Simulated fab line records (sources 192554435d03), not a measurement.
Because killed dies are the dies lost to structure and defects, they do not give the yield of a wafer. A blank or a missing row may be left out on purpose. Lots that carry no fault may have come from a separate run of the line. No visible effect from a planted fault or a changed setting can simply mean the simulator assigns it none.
Chamber matching || flow n5Finfet || N5_BEOL_M14_DESCUM_15 on rieDiel-05: 4 sister chambers
The step chemistry O2, time 7.9 s. 4 wafers are shown with their chamber, then 10 later ones without.

WAFERS, EACH WITH ITS CHAMBER
{"wafer": "L082.2", "chamber": 2, "throttleValvePct (%)": 20.17}
{"wafer": "L082.6", "chamber": 0, "throttleValvePct (%)": 20.20}
{"wafer": "L084.1", "chamber": 3, "throttleValvePct (%)": 20.53}
{"wafer": "L084.2", "chamber": 1, "throttleValvePct (%)": 20.67}

WAFERS WITHOUT THEIR CHAMBER
{"wafer": "L084.3", "throttleValvePct (%)": 20.20}
{"wafer": "L084.4", "throttleValvePct (%)": 20.19}
{"wafer": "L084.5", "throttleValvePct (%)": 20.21}
{"wafer": "L084.6", "throttleValvePct (%)": 20.70}
{"wafer": "L096.1", "throttleValvePct (%)": 20.26}
{"wafer": "L096.5", "throttleValvePct (%)": 20.22}
{"wafer": "L096.6", "throttleValvePct (%)": 20.56}
{"wafer": "L097.2", "throttleValvePct (%)": 20.23}
{"wafer": "L097.3", "throttleValvePct (%)": 20.25}
{"wafer": "L097.6", "throttleValvePct (%)": 20.71}

EACH ONE'S CHAMBER
{"wafer": "L084.3", "from the rows above": "can't be placed: 0 or 2", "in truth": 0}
{"wafer": "L084.4", "from the rows above": "can't be placed: 0 or 2", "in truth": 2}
{"wafer": "L084.5", "from the rows above": "can't be placed: 0 or 2", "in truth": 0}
{"wafer": "L084.6", "from the rows above": 1, "in truth": 1}
{"wafer": "L096.1", "from the rows above": "can't be placed: 0 or 2", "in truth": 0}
{"wafer": "L096.5", "from the rows above": "can't be placed: 0 or 2", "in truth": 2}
{"wafer": "L096.6", "from the rows above": 3, "in truth": 3}
{"wafer": "L097.2", "from the rows above": "can't be placed: 0 or 2", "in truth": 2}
{"wafer": "L097.3", "from the rows above": "can't be placed: 0 or 2", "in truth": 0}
{"wafer": "L097.6", "from the rows above": 1, "in truth": 1}
3 of 10 placed correctly. These rows do not allow placing 7 (true chamber among the candidates in 7). Wrongly placed: 0.
How it was worked out, from the rows above alone: a wafer's distance from a chamber is the root of the sum, over the readings, of the square of ((its reading less the chamber's mean) divided by the reading's scatter). The wafer belongs to the nearest chamber; if the next one is less than 2 further off, it can't be placed. Each chamber's mean is taken over the wafers shown for it. The scatter (one wafer shown for each chamber): square how far every hidden wafer sits from the nearest shown wafer, average those squares and take the square root.
